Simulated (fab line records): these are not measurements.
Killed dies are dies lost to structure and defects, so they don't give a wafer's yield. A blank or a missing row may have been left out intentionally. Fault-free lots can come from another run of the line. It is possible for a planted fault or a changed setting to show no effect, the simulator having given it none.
Matching of chambers / flow n5-finfet / 4 sister chambers for N5_BEOL_M5_ETCH_61 on rie-diel-02
The step etches SiARC in CF4, target depth 15.6 nm, time 26 s. 4 wafers are shown with their chamber, then 7 later ones without.

## WAFERS WITH THEIR CHAMBER
wafer=L666.2; chamber=1; showerhead-plenum-p-Torr (Torr)=2.26
wafer=L666.5; chamber=3; showerhead-plenum-p-Torr (Torr)=2.02
wafer=L669.1; chamber=0; showerhead-plenum-p-Torr (Torr)=2.06
wafer=L669.2; chamber=2; showerhead-plenum-p-Torr (Torr)=2.13

## WAFERS WITH NO CHAMBER GIVEN
wafer=L669.4; showerhead-plenum-p-Torr (Torr)=2.02
wafer=L672.1; showerhead-plenum-p-Torr (Torr)=2.25
wafer=L672.2; showerhead-plenum-p-Torr (Torr)=2.13
wafer=L672.6; showerhead-plenum-p-Torr (Torr)=2.06
wafer=L680.2; showerhead-plenum-p-Torr (Torr)=2.13
wafer=L680.3; showerhead-plenum-p-Torr (Torr)=2.25
wafer=L680.4; showerhead-plenum-p-Torr (Torr)=2.01

## CHAMBER TAKEN BY EACH
wafer=L669.4; from the rows above=3; in truth=3
wafer=L672.1; from the rows above=1; in truth=1
wafer=L672.2; from the rows above=2; in truth=2
wafer=L672.6; from the rows above=0; in truth=0
wafer=L680.2; from the rows above=2; in truth=2
wafer=L680.3; from the rows above=1; in truth=1
wafer=L680.4; from the rows above=3; in truth=3
7 of 7 placed correctly. Number that these rows cannot place: 0. Number placed wrongly: 0.
How it was worked out, from the rows above alone: a wafer's distance from a chamber is the root of the sum, over the readings, of the square of ((its reading less the chamber's mean) divided by the reading's scatter). The wafer belongs to the nearest chamber; if the next one is less than 2 further off, it can't be placed. Each chamber's mean is taken over the wafers shown for it. The scatter (one wafer shown for each chamber): square how far every hidden wafer sits from the nearest shown wafer, average those squares and take the square root.
